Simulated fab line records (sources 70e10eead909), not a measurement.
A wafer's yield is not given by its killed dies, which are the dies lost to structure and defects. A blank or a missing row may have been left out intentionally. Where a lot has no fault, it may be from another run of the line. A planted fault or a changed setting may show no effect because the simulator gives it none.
The tool behind it: which one? :: flow nand harc :: Sampling: 6 lots, 18 wafers, 2 of 1302 route steps

## WHAT EACH GAUGE READ, for each wafer
NHARC_A_M1_THK_MEAS_24: measures by xrf.
lot: L398
measured: day 23 05:44
on: film metro-02
thk nm (nm): 155.7 156.4 154.4

lot: L401
measured: day 24 10:34
on: film metro-02
thk nm (nm): 153.1 154.4 155.3

lot: L405
measured: day 26 04:42
on: film metro-02
thk nm (nm): 151.8 152.1 156.1

lot: L407
measured: day 26 14:49
on: film metro-01
thk nm (nm): 151.6 154.3 153.7

lot: L406
measured: day 26 18:22
on: film metro-01
thk nm (nm): 154.1 152.9 152.9

lot: L417
measured: day 31 12:46
on: film metro-02
thk nm (nm): 153.7 156.2 154.8

## TOOL THAT RAN EACH LOT (tool first, then ch and the chambers of the sampled wafers, then the start)
lot: L398
NHARC_A_M1_STRIP_18: rie diel-08 ch 0,1,2, day 23 03:40

lot: L401
NHARC_A_M1_STRIP_18: rie diel-08 ch 0,2, day 24 08:31

lot: L405
NHARC_A_M1_STRIP_18: rie diel-03 ch 1,3, day 26 02:40

lot: L407
NHARC_A_M1_STRIP_18: rie diel-03 ch 0,1,2, day 26 12:47

lot: L406
NHARC_A_M1_STRIP_18: rie diel-10 ch 0,2,3, day 26 16:19

lot: L417
NHARC_A_M1_STRIP_18: rie diel-03 ch 0,2, day 31 10:43
- NHARC_A_M1_STRIP_18: strips in N2/H2.

## THE ANSWER, worked out from the rows above alone
Rule: what is usual is taken from the lots themselves. The widest of any qualifying gaps counts: lots, ordered by their means at a reading, are off when they make up no more than a third of the lots, leave a main group of 4 or more, and stand apart from it by 3 or more times the standard deviation of that group's means. Not used: any main group whose means are identical at the precision the tables above print for the reading. Also off: a lot with no number at a reading for which 4 or more lots have one. Any other lot the step has rows for is counted as sound.
No lot is off on any of the readings shown, so nothing can be concluded from this.

## WHAT WAS PUT IN BY THE SIMULATOR
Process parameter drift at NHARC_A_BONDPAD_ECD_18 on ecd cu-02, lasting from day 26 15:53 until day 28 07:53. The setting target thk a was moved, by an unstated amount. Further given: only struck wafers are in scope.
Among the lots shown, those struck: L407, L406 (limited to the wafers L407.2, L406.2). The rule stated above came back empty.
